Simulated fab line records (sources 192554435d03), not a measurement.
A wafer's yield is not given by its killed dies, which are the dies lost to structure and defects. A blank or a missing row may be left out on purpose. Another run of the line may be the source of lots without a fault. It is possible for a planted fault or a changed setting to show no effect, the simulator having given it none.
8D (eight disciplines) problem report, filled in by code / flow n5-finfet / the parts of the form that need people (team, actions taken, sign-off) are left out

## 1. THE ISSUE
bias-w at N5_SD_EPI_P_ETCH_36 reads a mean of 37.73 W on 6 wafers of 2 lots; wafers without a fault read 35.99 W with a standard deviation of 0.12. Relative to the usual mean, that is a shift of +15 standard deviations.
The step: etches SiARC in CF4, target depth 45.5 nm, time 75.8 s.
First observed at day 6 19:52: wafer L332.1, on rie-diel-03. The record holds 30 wafers of 10 lots with a number at this step. Rule for "out" (also "out of limits"): further than 4 standard deviations from the usual mean. The rest of the wafers with a number are treated as sound.

## 2. WHAT IT IS; WHAT IT IS NOT
question=which readings at this step | is=bias-w | is not=drypump-motor-current-A, oes-product-au, showerhead-plenum-p-Torr, throttle-valve-pct
question=which lots | is=L332, L335 | is not=L320, L323, L325, L326, L329, L330, L333, L341
question=which wafers of those lots | is=all that have a number | is not=-
question=read on which tools | is=rie-diel-03 | is not=rie-diel-02, rie-diel-05
question=when | is=from day 6 19:52 | is not=up to then (18 sound wafers); but 6 sound wafers of L333, L341 came after

## 3. WHAT RULES OUT EACH SUSPECT
Counting: a tool at any process step up to the reading remains a suspect when it ran all the lots that are out and ran no sound lot after the first of those.
- rie-diel-03 at N5_SD_EPI_P_ETCH_36 (etches SiARC in CF4, target depth 45.5 nm, time 75.8 s): kept. It ran every lot that is out, first L332 (day 6 19:52), and no sound lot after that; its last sound lot up to then is L330 (day 6 08:26). Out on those wafers are its own readings of bias-w.
The count leaves rie-diel-03 at N5_SD_EPI_P_ETCH_36.

## 4. THE CAUSE (what the simulator had put in)
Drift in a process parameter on rie-diel-03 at N5_SD_EPI_P_ETCH_36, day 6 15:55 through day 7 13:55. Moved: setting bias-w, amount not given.
This tool alone remained once counting was done.

## 5. SEQUENCE OF EFFECTS, ordered by route
Each row: a reading where the mean over the struck wafers with a number is more than 3 standard deviations away from the usual. Only readings for which the record gives a usual standard deviation are gone through. hours: the time from each lot's start at the first step in this table that gives one to its start at this step, as a median over the lots. sigmas: the change in usual standard deviations.
hours=0; step=N5_SD_EPI_P_ETCH_36; reading=bias-w; usual=35.99 W; on struck wafers=37.73; change=+1.74; sigmas=+15
hours=0; step=N5_SD_EPI_P_ETCH_36; reading=rf-vpp-V; usual=184.4 V; on struck wafers=189.1; change=+4.7; sigmas=+3.9
Its process steps:
- N5_SD_EPI_P_ETCH_36: etches SiARC in CF4, target depth 45.5 nm, time 75.8 s.
Later measuring or inspecting steps at which every struck wafer that the step has a row for has a number for every such reading, and none has moved that far: N5_BEOL_M4_RC_MEAS_101.

## 6. WHAT WOULD HAVE CAUGHT IT SOONER
4 hours passed between the start of the fault at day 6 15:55 and the first reading out of limits in this record, taken at day 6 19:52.
